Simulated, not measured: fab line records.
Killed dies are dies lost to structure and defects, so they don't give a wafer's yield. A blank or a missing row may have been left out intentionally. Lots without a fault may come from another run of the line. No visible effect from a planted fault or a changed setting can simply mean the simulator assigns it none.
fab line records	flow nand-harc	part 2 of 2: steps 5 to 6 of 6
[record] lots = 20	wafers = 60	last-day = 34
route steps=1302 shown A_STAIRCASE@869 A_SGD_CUT@919 A_SLIT@937
lots that met no fault: from a run of the same line without faults
start-h: hours from the record's first day to the start of the lot's first wafer shown	wait-h: hours from the lot's prior step to this one	" unchanged from the row above	L1.1+2: one row covering several wafers at once	- either no value or no given start	* or withheld: withheld	< > ~ a bound
route shown NAME@n: names a module that has steps shown in the file, with the first one's number in the route	usual: mean/standard deviation of fault-free wafers	same: alike in all rows	chamber/n: place in a boat	sites: per-site readings	_std_site: the values' standard deviation	_edge_site: the outer-site mean with the inner-site mean subtracted	radius-mm: how far each site lies from the wafer's centre	mask NAME#n: copy n	behind: the most recent tool/chamber to have shaped the wafer	hold: why the lot was held/for how many hours/how that ended	device: transistor that didn't switch, given as n, p or np	end of line: at the end of the route, the tests of the same wafers	a step given without rows: its recipe and nothing more	killed: dies that structure and defects cost at the first sort, which is not the same as the wafer's yield	map: a wafer's dies, marking killed ones x, the rest . and places with no die _
set.NAME: the setting that was run; set.NAME@STEP: the one run at that earlier step	model.NAME: the simulator's own value behind a step, which no gauge read
route steps across a sampled set of lots; one table per step, one row per wafer
services: the hour from which a tool's chamber was out of use, counted from the record's first day as start-h (under 0 if before that day), plus the number of hours and why
[[steps]]
[step NHARC_A_SLIT_ETCH_24]
[recipe] target-depth-a = 1210	time-s = 60.5	cf4-flow-sccm = 100	chf3-flow-sccm = 30	ar-flow-sccm = 0	rf-w = 500	bias-w = 200	chemistry = CF4/CHF3
[usual] drypump-motor-current-A = 5.7/0.46	oes-product-au = 0.959/0.019	rf-vpp-V = 370.6/2.2	showerhead-plenum-p-Torr = 1.58/0.064	throttle-valve-pct = 16.803/0.0091
lot.wafer	tool	chamber	start-h	wait-h	drypump-motor-current-A	oes-product-au	rf-hours-counter-h	rf-vpp-V	showerhead-plenum-p-Torr	throttle-valve-pct
L075.4	rie-diel-10	0	456.19	0.1	5.4	0.930	2	370.6	1.57	16.795
L075.2	"	2	"	"	6.4	0.918	2	368.9	1.50	16.788
L075.1	"	3	"	"	5.1	0.928	2	374.9	1.68	16.811
L076.3	rie-diel-13	1	459.91	0.1	5.8	0.986	5	371.9	1.65	16.803
L076.5	"	1	"	"	5.8	0.989	-	372.8	1.65	16.787
L076.6	"	2	"	"	6.3	0.988	-	371.0	1.64	16.805
L077.2	rie-diel-10	2	475.02	0.1	6.4	0.956	3	369.2	1.50	16.790
L077.3	"	3	"	"	5.1	0.969	4	373.5	1.68	16.789
L077.1	"	0	"	"	5.4	0.971	4	369.8	1.57	16.807
L078.1	rie-diel-10	2	488.52	0.1	6.4	0.948	4	370.4	1.50	16.814
L078.4	"	1	"	"	6.3	0.952	5	371.1	1.60	16.799
L078.5	"	3	"	"	5.1	0.969	-	373.7	1.68	16.802
L079.4	rie-diel-10	2	508.88	0.1	6.4	0.965	6	366.8	1.50	16.791
L079.5	"	0	"	"	5.4	0.965	-	369.4	1.57	16.793
L079.6	"	1	"	"	6.3	0.977	-	371.4	1.60	16.817
L080.1	rie-diel-09	3	509.62	0.1	5.6	0.961	0	371.2	1.62	16.811
L080.4	"	1	"	"	5.7	0.969	0	372.2	1.59	16.803
L080.2	"	2	"	"	5.2	0.980	0	369.2	1.50	16.803
L081.2	rie-diel-09	1	521.37	0.1	5.7	0.985	1	370.9	1.59	16.801
L081.3	"	3	"	"	5.6	0.966	1	371.3	1.62	16.800
L081.6	"	1	"	"	5.7	0.977	-	371.7	1.59	16.810
L082.2	rie-diel-10	2	521.96	0.1	6.5	0.965	7	366.6	1.50	16.820
L082.6	"	2	"	"	6.4	0.969	-	369.0	1.50	16.809
L082.5	"	3	"	"	5.1	0.979	-	374.3	1.68	16.791
L083.4	rie-diel-09	3	544.98	0.1	5.6	0.990	2	373.3	1.62	16.813
L083.2	"	0	"	"	6.0	0.979	3	366.4	1.48	16.796
L083.5	"	3	"	"	5.6	0.978	-	372.7	1.62	16.823
L085.3	rie-diel-13	1	545.13	0.1	5.8	0.946	0	372.9	1.65	16.794
L085.2	"	2	"	"	6.3	0.951	0	373.5	1.64	16.809
L085.4	"	3	"	"	5.1	0.968	0	368.4	1.52	16.821
L087.3	rie-diel-09	2	577.59	0.1	5.2	0.972	3	368.8	1.50	16.805
L087.4	"	3	"	"	5.6	0.983	4	372.7	1.62	16.811
L087.2	"	0	"	"	6.0	0.982	4	367.8	1.48	16.808
L086.2	rie-diel-10	2	577.75	0.1	6.4	0.955	10	368.9	1.50	16.807
L086.3	"	1	"	"	6.3	0.967	12	371.2	1.59	16.803
L086.5	"	3	"	"	5.1	0.948	-	373.3	1.68	16.798
L090.2	rie-diel-10	3	595.60	0.1	5.1	0.914	11	373.1	1.68	16.787
L090.3	"	0	"	"	5.4	0.916	12	369.9	1.57	16.795
L090.6	"	3	"	"	5.1	0.922	-	374.2	1.68	16.815
L091.3	rie-diel-09	2	629.63	0.1	5.2	0.924	7	368.2	1.50	16.786
L091.1	"	1	"	"	5.7	0.931	7	371.2	1.59	16.810
L091.4	"	0	"	"	6.0	0.932	-	369.2	1.48	16.793
L092.1	rie-diel-13	1	629.79	0.1	5.8	0.939	5	373.2	1.65	16.806
L092.6	"	3	"	"	5.1	0.939	-	369.2	1.52	16.798
L092.5	"	0	"	"	5.9	0.952	-	371.1	1.57	16.795
L093.1	rie-diel-10	3	641.78	0.1	5.1	0.958	2	374.3	1.68	16.792
L093.3	"	2	"	"	6.4	0.952	2	367.9	1.50	16.803
L093.5	"	3	"	"	5.1	0.956	-	374.0	1.68	16.794
L094.4	rie-diel-10	0	649.84	0.1	5.4	0.960	2	370.1	1.57	16.810
L094.3	"	1	"	"	6.3	0.990	3	371.8	1.59	16.813
L094.5	"	3	"	"	5.1	0.969	-	373.5	1.68	16.806
L095.1	rie-diel-13	1	667.76	0.1	5.8	0.977	6	372.1	1.65	16.803
L095.4	"	2	"	"	6.3	0.986	6	372.9	1.64	16.810
L095.5	"	2	"	"	6.3	0.966	-	373.3	1.63	16.800
L096.4	rie-diel-09	2	667.92	0.1	5.2	0.970	9	368.7	1.50	16.788
L096.3	"	3	"	"	5.6	0.977	7	371.7	1.62	16.810
L096.5	"	0	"	"	6.0	0.957	-	368.0	1.48	16.813
L097.4	rie-diel-13	0	677.78	0.1	5.9	0.934	8	370.1	1.57	16.798
L097.1	"	1	"	"	5.8	0.958	7	371.0	1.65	16.800
L097.5	"	0	"	"	5.9	0.937	-	370.6	1.57	16.802
[step NHARC_A_SLIT_ETCH_17]
[recipe] bias-v = 900	source-w = withheld	pressure-mtorr = 20	ar-flow-sccm = 375	c4f8-flow-sccm = 83.3	o2-flow-sccm = 41.7	time-s = 4254.5	target-depth-a = 2.03e+05	chemistry = C4F8/O2/Ar
[usual] drypump-motor-current-A = 5.9/0.3	showerhead-plenum-p-Torr = 3.69/0.13	throttle-valve-pct = 32.047/0.0087
lot.wafer	tool	chamber	start-h	wait-h	drypump-motor-current-A	rf-hours-counter-h	showerhead-plenum-p-Torr	throttle-valve-pct
L075.2	har-etch-02	0	457.76	-	6.2	47	3.69	32.061
L075.1	"	1	"	"	5.6	47	3.91	32.047
L075.4	"	0	"	"	6.2	-	3.69	32.050
L076.3	har-etch-02	0	462.79	-	6.2	-	3.68	32.037
L076.5	"	0	463.99	-	6.2	-	3.68	32.054
L076.6	"	1	"	"	5.6	-	3.91	32.051
L077.2	har-etch-02	0	476.19	-	6.2	58	3.68	32.048
L077.1	"	1	"	"	5.7	58	3.91	32.050
L077.3	"	0	"	"	6.2	-	3.68	32.040
L078.1	har-etch-01	0	490.29	-	6.1	260	3.65	32.059
L078.4	"	1	"	"	5.5	-	3.58	32.030
L078.5	"	1	492.09	-	5.5	-	3.58	32.030
L080.1	har-etch-02	1	510.79	-	5.6	77	3.90	32.062
L080.2	"	0	"	"	6.2	77	3.67	32.036
L080.4	"	1	"	"	5.6	-	3.90	32.049
L079.4	har-etch-01	1	511.82	-	5.4	-	3.58	32.038
L079.5	"	0	"	"	6.0	-	3.64	32.045
L079.6	"	1	"	"	5.5	-	3.58	32.050
L081.2	har-etch-02	1	522.53	-	5.6	84	3.89	32.040
L081.3	"	0	524.36	-	6.2	-	3.66	32.065
L081.6	"	0	525.57	-	6.2	-	3.66	32.061
L082.2	har-etch-01	0	525.50	-	6.1	279	3.64	32.056
L082.5	"	0	527.88	-	6.1	-	3.64	32.049
L082.6	"	1	"	"	5.4	-	3.57	32.032
L083.2	har-etch-01	0	546.70	-	6.1	294	3.63	32.045
L083.4	"	1	548.51	-	5.4	-	3.56	32.049
L083.5	"	1	549.71	-	5.4	-	3.56	32.068
L085.2	har-etch-02	1	550.36	-	5.6	103	3.88	32.037
L085.4	"	1	551.59	-	5.6	-	3.88	32.041
L085.3	"	0	"	"	6.2	-	3.65	32.044
L087.2	har-etch-02	1	579.36	-	5.6	115	3.87	32.051
L087.3	"	0	"	"	6.2	-	3.65	32.051
L087.4	"	1	"	"	5.6	-	3.87	32.058
L086.2	har-etch-01	0	579.53	-	6.0	310	3.62	32.048
L086.3	"	0	580.74	-	6.0	-	3.62	32.038
L086.5	"	0	581.95	-	6.1	-	3.62	32.056
L090.2	har-etch-02	1	597.36	-	5.7	126	3.87	32.043
L090.3	"	1	598.56	-	5.7	-	3.87	32.065
L090.6	"	0	"	"	6.2	-	3.64	32.043
L092.1	har-etch-01	0	631.55	-	6.1	336	3.61	32.033
L092.6	"	1	633.37	-	5.4	-	3.54	32.043
L092.5	"	0	"	"	6.1	-	3.61	32.052
L091.1	har-etch-02	0	631.65	-	6.2	145	3.63	32.051
L091.3	"	1	"	"	5.7	-	3.86	32.048
L091.4	"	0	"	"	6.2	-	3.63	32.041
L093.1	har-etch-02	1	643.56	-	5.6	153	3.85	32.042
L093.3	"	1	644.77	-	5.7	-	3.85	32.046
L093.5	"	1	645.98	-	5.7	-	3.85	32.048
L094.3	har-etch-01	0	652.22	-	6.1	-	3.60	32.048
L094.4	"	1	"	"	5.5	-	3.53	32.037
L094.5	"	1	654.05	-	5.4	-	3.53	32.050
L095.1	har-etch-02	0	669.53	-	6.2	168	3.62	32.035
L095.4	"	1	"	"	5.7	-	3.84	32.046
L095.5	"	0	671.96	-	6.2	-	3.62	32.042
L096.4	har-etch-01	1	670.58	-	5.5	-	3.53	32.042
L096.3	"	0	"	"	6.1	-	3.59	32.063
L096.5	"	1	"	"	5.4	-	3.53	32.042
L097.1	har-etch-02	0	679.29	-	6.2	176	3.62	32.041
L097.4	"	1	681.10	-	5.7	-	3.84	32.054
L097.5	"	1	682.30	-	5.6	-	3.84	32.034
[[services]]
tool	chamber	start-h	hours	kind
rie-diel-10	-	420.62	9.0	pm
rie-diel-10	-	434.44	1.0	repair
rie-diel-01	3	435.56	7.4	repair
rie-diel-08	-	456.37	0.8	repair
rie-diel-07	1	456.85	3.8	repair
rie-diel-07	-	471.25	9.0	pm
rie-diel-04	-	475.32	1.2	repair
rie-diel-06	-	484.64	9.0	pm
rie-diel-09	-	497.75	9.0	pm
rie-diel-01	1	507.78	6.3	repair
rie-diel-01	-	523.00	1.1	repair
rie-diel-04	2	529.53	12.9	repair
rie-diel-04	-	532.24	9.0	pm
rie-diel-06	3	532.99	20.9	repair
rie-diel-08	-	544.80	9.0	pm
rie-diel-01	-	560.45	9.0	pm
rie-diel-10	-	582.43	0.3	repair
rie-diel-06	-	597.62	0.4	repair
rie-diel-10	-	597.62	9.0	pm
rie-diel-08	-	621.11	0.8	repair
rie-diel-01	3	623.38	3.3	repair
rie-diel-06	0	637.70	1.3	repair
rie-diel-06	-	661.64	9.0	pm
rie-diel-10	3	674.17	32.4	repair
